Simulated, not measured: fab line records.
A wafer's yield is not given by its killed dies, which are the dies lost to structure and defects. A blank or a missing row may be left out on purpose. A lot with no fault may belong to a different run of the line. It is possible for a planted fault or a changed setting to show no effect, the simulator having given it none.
Matching of chambers	flow nand-harc	4 sister chambers for NHARC_A_CHANNEL_FILL_D1_ALD_14 on ald-hk-02
The step deposits SiO2, target thk 2.5 nm, pulse time 10 s, ald cycles 25. 8 wafers are shown with their chamber, then 8 later ones without.

== EACH WAFER AND ITS CHAMBER ==
wafer	chamber	heater-power-w (W)	precursor-pulse-height-rel
L084.5	1	498	0.972
L087.1	0	486	0.998
L087.3	2	534	0.975
L087.4	3	443	0.973
L090.4	0	487	1.015
L090.5	2	531	0.980
L090.6	3	426	1.032
L094.4	1	481	1.018

== WAFERS WHOSE CHAMBER IS MISSING ==
wafer	heater-power-w (W)	precursor-pulse-height-rel
L094.5	420	0.991
L094.6	545	0.973
L096.3	430	0.986
L096.4	473	0.984
L096.6	425	0.985
L097.1	476	0.999
L097.2	485	0.945
L097.4	422	1.020

== CHAMBER TAKEN BY EACH ==
wafer	from the rows above	in truth
L094.5	3	3
L094.6	2	2
L096.3	3	3
L096.4	can't be placed: 0 or 1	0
L096.6	3	3
L097.1	can't be placed: 0 or 1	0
L097.2	can't be placed: 1 or 0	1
L097.4	3	3
Correctly placed: 5 of 8. From these rows, 3 cannot be placed; in 3 the true chamber is one of the candidates. Number placed wrongly: 0.
How it was worked out, from the rows above alone: a wafer's distance from a chamber is the root of the sum, over the readings, of the square of ((its reading less the chamber's mean) divided by the reading's scatter). If the next closest chamber is less than 2 further off than the closest, the wafer can't be placed; otherwise it belongs to the closest. For every chamber, the mean is computed from those of its wafers that are shown. The scatter is the square root of a quotient: the sum, over the shown wafers, of each reading's squared deviation from its chamber's mean, divided by wafers minus chambers.
